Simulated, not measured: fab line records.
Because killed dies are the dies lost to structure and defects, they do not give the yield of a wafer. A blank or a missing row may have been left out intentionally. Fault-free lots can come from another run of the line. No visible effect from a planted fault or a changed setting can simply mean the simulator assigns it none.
Matching of chambers | flow n5-finfet | 4 sister chambers for N5_DUMMY_GATE_ALD_02 on ald-sin-01
The step deposits SiO2, target thk 2 nm, pulse time 1 s. 22 wafers are shown with their chamber, then 11 later ones without.

## WAFERS WITH THEIR CHAMBER
wafer  | chamber | heater-power-w (W) | precursor-pulse-height-rel
L074.1 | 2       | 457                | 1.025
L074.3 | 3       | 511                | 0.983
L074.6 | 3       | 502                | 1.001
L075.1 | 3       | 488                | 1.014
L075.4 | 2       | 460                | 0.990
L075.5 | 1       | 398                | 0.996
L077.3 | 0       | 501                | 0.980
L077.4 | 3       | 500                | 0.997
L077.6 | 0       | 499                | 1.046
L081.4 | 3       | 496                | 1.040
L081.5 | 2       | 461                | 0.985
L081.6 | 1       | 392                | 1.000
L084.1 | 3       | 508                | 0.993
L084.2 | 0       | 499                | 1.009
L084.3 | 1       | 397                | 0.994
L087.2 | 3       | 500                | 1.003
L087.3 | 1       | 388                | 1.009
L087.6 | 2       | 460                | 0.977
L090.2 | 2       | 447                | 1.025
L090.5 | 3       | 501                | 1.049
L090.6 | 2       | 465                | 0.980
L091.2 | 0       | 500                | 0.998

SIGNATURES, as means of the wafers listed above
reading                    | chamber 0 | chamber 1 | chamber 2 | chamber 3 | scatter within a chamber
heater-power-w             | 499.75    | 393.75    | 458.33    | 500.75    | 5.78
precursor-pulse-height-rel | 1.00825   | 0.99975   | 0.99700   | 1.01000   | 0.0219
Rule: distance of a wafer from a chamber = root of the sum over the readings of ((wafer's reading minus chamber's mean) / reading's scatter) squared. If the next closest chamber is less than 2 further off than the closest, the wafer can't be placed; otherwise it belongs to the closest. The scatter: the root of (the sum of the squares of (reading less its chamber's mean) over the shown wafers, divided by (wafers less chambers)).

## WAFERS WITH NO CHAMBER GIVEN
wafer  | heater-power-w (W) | precursor-pulse-height-rel
L091.5 | 491                | 1.007
L091.6 | 394                | 0.978
L092.1 | 398                | 0.983
L092.4 | 501                | 1.033
L092.6 | 453                | 1.014
L094.1 | 509                | 1.000
L094.2 | 503                | 0.977
L094.6 | 471                | 1.002
L095.1 | 511                | 0.974
L095.2 | 462                | 0.985
L095.4 | 402                | 0.993

## CHAMBER TAKEN BY EACH
wafer  | from the rows above     | in truth
L091.5 | can't be placed: 0 or 3 | 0
L091.6 | 1                       | 1
L092.1 | 1                       | 1
L092.4 | can't be placed: 3 or 0 | 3
L092.6 | 2                       | 2
L094.1 | can't be placed: 3 or 0 | 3
L094.2 | can't be placed: 0 or 3 | 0
L094.6 | 2                       | 2
L095.1 | can't be placed: 3 or 0 | 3
L095.2 | 2                       | 2
L095.4 | 1                       | 1
Placed correctly: 6 of 11. These rows do not allow placing 5 (true chamber among the candidates in 5). Placed wrongly: 0.
